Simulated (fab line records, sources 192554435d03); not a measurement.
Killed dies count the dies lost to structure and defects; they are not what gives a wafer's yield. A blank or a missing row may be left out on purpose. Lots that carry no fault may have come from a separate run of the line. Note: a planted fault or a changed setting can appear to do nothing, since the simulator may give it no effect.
fab line records | flow n5-finfet | part 2 of 2: steps 16 to 16 of 16
[record] lots = 7 wafers = 20 last-day = 16
route steps=1938 shown BEOL_M0_CUTY@703 BEOL_M0@715 BEOL_M4@1111 PASSIVATION@1936
lots untouched by any fault: they come from a run of this same line in which no faults occurred
start-h: hours from the record's first day to the start of the lot's first wafer shown | wait-h: hours since the lot's step before | " repeats the value in the row above | L1.1+2: a single row standing in for several wafers | - value missing, or start not given | * or withheld: withheld | < > ~ a bound
route shown NAME@n: a module of which the file shows steps, and the number in the route of the first | usual: the fault-free wafers' mean and standard deviation | same: alike in all rows | chamber/n: place in a boat | sites: per-site readings | _std_site: how widely they spread, as a standard deviation | _edge_site: outer sites' mean less inner sites' | radius-mm: how far each site lies from the wafer's centre | mask NAME#n: copy n | behind: the tool/chamber that last shaped the wafer | hold: the reason the lot was held/the length of the hold in hours/how it ended | device: transistor that didn't switch, given as n, p or np | end of line: the route-end tests of the same wafers | for a step that has no rows: nothing shown but its recipe | killed: dies that structure and defects cost at the first sort, which is not the same as the wafer's yield | map: a wafer's dies, marking killed ones x, the rest . and places with no die _
set.NAME: the run value of the setting; set.NAME@STEP: its run value at that earlier step | model.NAME: the simulator's own value behind a step, which no gauge read
lots at some steps of the route; a table a step, a row a wafer
services: when a tool's chamber went out of use (start-h, in hours from the record's first day, below 0 if earlier), for how many hours, and the reason
[[steps]]
[step N5_PASSIVATION_PROBE_49]
[usual] defect-limited-yield = 91.1/1.5 killed_at_M0_to_M3 = 35/11 killed_at_M4_up = 13/5.7 killed-at-contacts = 12/5.7 killed-at-front-end = 40/11 killed-at-other = 4/4.4 killed-dies = 105/18 killed-open = 68/14 killed-short = 34/7.4 sort_bin_5_function = 5.2/1 sort_bin_6_memory = 3.3/0.67 sort_bin_8_speed = 0.04/0.29 sort-n-pass = 1074/18 sort-yield-pct = 91.0/1.5
[same] gross-dies = 1180 killed-at-back-side = 0 sort_bin_4_leakage[%] = 0
// columns lot.wafer tool chamber start-h wait-h defect-limited-yield[%] killed_at_M0_to_M3 killed_at_M4_up killed-at-contacts killed-at-front-end killed-at-other killed-dies killed-open killed-short sort_bin_5_function[%] sort_bin_6_memory[%] sort_bin_8_speed[%] sort-n-pass sort-yield-pct[%]
L883.1 prober-02 - 261.73 0.8 92.1 46 6 10 28 3 93 56 35 5.1 2.6 0 1087 92.1
L883.2 prober-02 - 261.78 0.8 91.5 38 9 4 40 9 100 52 45 5.3 2.7 0 1080 91.5
L883.6 prober-02 - 261.98 1.0 91.2 44 16 5 29 10 104 61 39 5.4 3.0 0 1076 91.2
L886.3 prober-01 - 268.84 0.1 89.7 51 13 9 48 1 122 83 37 5.8 4.0 0 1058 89.7
L886.4 prober-01 - 268.89 0.2 88.6 40 24 16 52 3 135 99 35 6.0 5.3 0 1045 88.6
L886.6 prober-01 - 268.99 0.3 89.3 56 12 4 48 6 126 86 38 6.4 3.7 0 1054 89.3
L887.3 prober-01 - 282.24 0.1 91.4 31 14 15 42 0 102 70 31 5.7 2.7 0 1078 91.4
L887.4 prober-01 - 282.29 0.2 90.3 34 15 18 38 9 114 77 29 6.1 3.5 0 1066 90.3
L889.2 prober-01 - 291.37 0.1 90.7 41 15 6 42 6 110 75 34 5.5 3.6 0 1070 90.7
L889.4 prober-01 - 291.47 0.2 91.7 34 12 16 30 6 98 69 26 4.7 3.5 0 1082 91.7
L889.6 prober-01 - 291.57 0.3 89.7 42 11 14 40 15 122 69 49 5.8 4.3 0 1058 89.7
L891.3 prober-02 - 312.76 0.1 85.5 23 14 18 34 82 171 64 26 11.5 2.6 0 1009 85.5
L891.4 prober-02 - 312.81 0.2 91.4 43 9 19 30 0 101 62 36 5.1 2.8 0.08 1079 91.4
L891.5 prober-02 - 312.86 0.2 85.5 38 13 19 38 63 171 71 40 10.8 3.6 0 1009 85.5
L899.1 prober-02 - 367.59 0.0 92.4 34 9 8 37 2 90 59 31 4.6 2.9 0 1090 92.4
L899.3 prober-02 - 367.69 0.1 91.8 36 12 16 31 2 97 68 28 5.4 2.5 0 1083 91.8
L899.4 prober-02 - 367.74 0.2 90.0 36 24 27 28 3 118 80 37 6.0 3.6 2.80 1029 87.2
L901.1 prober-01 - 383.10 0.0 92.8 23 16 18 27 1 85 60 24 4.7 2.3 0 1095 92.8
L901.4 prober-01 - 383.25 0.2 89.6 24 17 8 74 0 123 79 34 6.2 4.1 0 1057 89.6
L901.6 prober-01 - 383.35 0.3 92.9 18 15 12 37 2 84 52 30 4.1 3.0 0 1096 92.9
// killed by level:class
L883.1 MOL_CONTACT_COAG:geometric-particle:open=10 BEOL_M0_SAQP:geometric-particle:short=9 FIN_SAQP:geometric-particle:short=8 BEOL_M0_SAQP:geometric-particle:open=7 BEOL_M1:geometric-particle:open=7 BEOL_M3:geometric-particle:open=7 BEOL_M1:geometric-particle:short=6 BEOL_M2:geometric-particle:open=6
L883.2 STI_FIN_REVEAL:geometric-particle:open=15 FIN_SAQP:geometric-particle:short=11 BEOL_M1:geometric-particle:open=9 BEOL_M1:geometric-particle:short=7 BEOL_M0_SAQP:geometric-particle:short=6 BEOL_M3:geometric-particle:open=5 BEOL_M0_SAQP:geometric-particle:open=4 BEOL_M2:geometric-particle:open=4
L883.6 FIN_SAQP:geometric-particle:short=11 BEOL_M0_SAQP:geometric-particle:short=9 BEOL_M0_SAQP:geometric-particle:open=8 BEOL_M1:geometric-particle:open=8 BEOL_M4:geometric-particle:open=7 BEOL_M2:geometric-particle:open=6 STI_FIN_REVEAL:geometric-particle:open=5 BEOL_M1:geometric-particle:short=5
L886.3 STI_FIN_REVEAL:geometric-particle:open=16 BEOL_M1:geometric-particle:open=16 BEOL_M0_SAQP:geometric-particle:short=9 DUMMY_GATE:geometric-particle:open=7 BEOL_M2:geometric-particle:open=7 FIN_SAQP:geometric-particle:short=6 BEOL_M4:geometric-particle:open=6 BEOL_M0_SAQP:geometric-particle:open=6
L886.4 STI_FIN_REVEAL:geometric-particle:open=15 FIN_SAQP:geometric-particle:open=14 MOL_CONTACT_COAG:geometric-particle:open=14 BEOL_M4:geometric-particle:open=13 BEOL_M3:geometric-particle:open=12 BEOL_M0_SAQP:geometric-particle:short=11 BEOL_M0_SAQP:geometric-particle:open=8 STARTING-WAFER:geometric-particle:short=7
L886.6 BEOL_M3:geometric-particle:open=22 STI_FIN_REVEAL:geometric-particle:open=15 BEOL_M0_SAQP:geometric-particle:short=14 FIN_SAQP:geometric-particle:open=10 BEOL_M0_SAQP:geometric-particle:open=9 BEOL_M4:geometric-particle:open=7 DUMMY_GATE:geometric-particle:open=5 GATE_CUT:geometric-particle:short=4
L887.3 STI_FIN_REVEAL:geometric-particle:open=15 MOL_CONTACT_COAG:geometric-particle:open=13 DUMMY_GATE:geometric-particle:open=7 BEOL_M0_SAQP:geometric-particle:open=6 BEOL_M1:geometric-particle:open=6 STARTING-WAFER:geometric-particle:short=6 BEOL_M0_SAQP:geometric-particle:short=5 BEOL_M2:geometric-particle:open=5
L887.4 MOL_CONTACT_COAG:geometric-particle:open=15 BEOL_M0_SAQP:geometric-particle:open=10 MIM_TOP_ETCH:area-etch=8 FIN_SAQP:geometric-particle:open=7 STI_FIN_REVEAL:geometric-particle:open=7 BEOL_M4:geometric-particle:open=7 FIN_SAQP:geometric-particle:short=6 BEOL_M3:geometric-particle:open=6
L889.2 BEOL_M1:geometric-particle:open=16 BEOL_M0_SAQP:geometric-particle:open=9 DUMMY_GATE:geometric-particle:open=8 FIN_SAQP:geometric-particle:short=7 BEOL_M0_SAQP:geometric-particle:short=6 BEOL_M4:geometric-particle:open=6 FIN_SAQP:geometric-particle:open=5 MOL_CONTACT_COAG:geometric-particle:open=5
L889.4 MOL_CONTACT_COAG:geometric-particle:open=12 BEOL_M1:geometric-particle:open=10 BEOL_M3:geometric-particle:open=7 BEOL_M4:geometric-particle:open=7 STI_FIN_REVEAL:geometric-particle:open=5 GATE_CUT:geometric-particle:open=5 BEOL_M0_SAQP:geometric-particle:short=5 MOL_CONTACT_COAG:geometric-particle:short=4
L889.6 BEOL_M3:geometric-particle:open=11 MOL_CONTACT_COAG:geometric-particle:open=10 BEOL_M0_SAQP:geometric-particle:short=9 STI_FIN_REVEAL:geometric-particle:open=8 BEOL_M1:geometric-particle:open=7 ILD0:geometric-particle:open=6 BEOL_M1:geometric-particle:short=6 GATE_CUT:geometric-particle:short=5
L891.3 PASSIVATION:area-etch=80 MOL_CONTACT_COAG:geometric-particle:open=15 FIN_SAQP:geometric-particle:open=7 STI_FIN_REVEAL:geometric-particle:open=6 BEOL_M1:geometric-particle:open=6 BEOL_M2:geometric-particle:open=5 GATE_CUT:geometric-particle:short=4 BEOL_M4:geometric-particle:open=4
L891.4 MOL_CONTACT_COAG:geometric-particle:open=14 BEOL_M1:geometric-particle:open=9 DUMMY_GATE:geometric-particle:open=8 BEOL_M1:geometric-particle:short=8 BEOL_M3:geometric-particle:open=7 BEOL_M2:geometric-particle:open=6 MOL_CONTACT_COAG:geometric-particle:short=5 BEOL_M0:geometric-particle:open=4
L891.5 PASSIVATION:area-etch=58 MOL_CONTACT_COAG:geometric-particle:open=17 DUMMY_GATE:geometric-particle:open=9 FIN_SAQP:geometric-particle:short=8 BEOL_M0_SAQP:geometric-particle:open=8 BEOL_M1:geometric-particle:short=6 GATE_CUT:geometric-particle:short=5 BEOL_M1:geometric-particle:open=5
L899.1 FIN_SAQP:geometric-particle:open=8 STI_FIN_REVEAL:geometric-particle:open=8 MOL_CONTACT_COAG:geometric-particle:open=7 BEOL_M1:geometric-particle:open=7 BEOL_M1:geometric-particle:short=7 BEOL_M4:geometric-particle:open=6 BEOL_M0_SAQP:geometric-particle:short=6 BEOL_M0_SAQP:geometric-particle:open=6
L899.3 BEOL_M1:geometric-particle:open=18 MOL_CONTACT_COAG:geometric-particle:open=12 DUMMY_GATE:geometric-particle:open=9 FIN_SAQP:geometric-particle:short=6 BEOL_M4:geometric-particle:open=6 FIN_SAQP:geometric-particle:open=4 STI_FIN_REVEAL:geometric-particle:open=4 DUMMY_GATE:geometric-particle:short=4
L899.4 MOL_CONTACT_COAG:geometric-particle:open=21 BEOL_M4:geometric-particle:open=15 BEOL_M0_SAQP:geometric-particle:short=7 MOL_CONTACT_COAG:geometric-particle:short=6 BEOL_M0_SAQP:geometric-particle:open=6 BEOL_M2:geometric-particle:open=6 FIN_SAQP:geometric-particle:open=5 BEOL_M1:geometric-particle:open=5
L901.1 MOL_CONTACT_COAG:geometric-particle:open=15 FIN_SAQP:geometric-particle:short=6 BEOL_M2:geometric-particle:open=6 BEOL_M0_SAQP:geometric-particle:open=5 BEOL_M4:geometric-particle:open=5 BEOL_M0:geometric-particle:open=4 BEOL_M1:geometric-particle:open=4 STARTING-WAFER:geometric-particle:open=4
L901.4 FIN_SAQP:geometric-particle:open=33 FIN_SAQP:geometric-particle:short=14 FIN_CUT:area-etch=8 MOL_CONTACT_COAG:geometric-particle:open=7 BEOL_M4:geometric-particle:open=7 BEOL_M1:geometric-particle:open=6 BEOL_M0_SAQP:geometric-particle:short=5 BEOL_M2:geometric-particle:open=5
L901.6 FIN_SAQP:geometric-particle:open=9 MOL_CONTACT_COAG:geometric-particle:open=8 FIN_SAQP:geometric-particle:short=7 GATE_CUT:geometric-particle:short=5 BEOL_M0_SAQP:geometric-particle:open=5 BEOL_M2:geometric-particle:open=5 BEOL_M4:geometric-particle:open=5 MOL_CONTACT_COAG:geometric-particle:short=4
[[services]]
// columns tool chamber start-h hours kind
rie-diel-01 - 102.19 4.3 pm
rie-diel-01 2 107.31 5.2 repair
rie-metal-03 - 110.67 0.5 repair
rie-diel-01 - 114.81 14.6 pm
rie-diel-05 0 119.05 - clean
rie-diel-05 0 119.05 - consumable-replace:focus-ring
rie-diel-05 0 119.05 23.4 scheduled-down
rie-diel-05 0 119.05 23.4 vent-cycle
rie-diel-05 2 120.99 4.6 repair
rie-metal-02 0 134.83 3.9 repair
rie-diel-01 0 141.86 - clean
rie-diel-04 1 152.74 6.5 repair
rie-diel-04 1 165.36 - clean
rie-diel-04 1 165.36 - consumable-replace:focus-ring
rie-diel-04 1 165.36 - consumable-replace:showerhead
rie-diel-04 1 165.36 12.3 scheduled-down
rie-diel-04 1 165.36 12.3 vent-cycle
rie-metal-03 - 169.47 2.0 repair
rie-metal-02 - 170.17 0.7 repair
rie-diel-04 0 177.71 - clean
rie-diel-04 0 177.71 - consumable-replace:focus-ring
rie-diel-04 0 177.71 25.2 scheduled-down
rie-diel-04 0 177.71 25.2 vent-cycle
rie-metal-02 0 186.25 6.2 repair
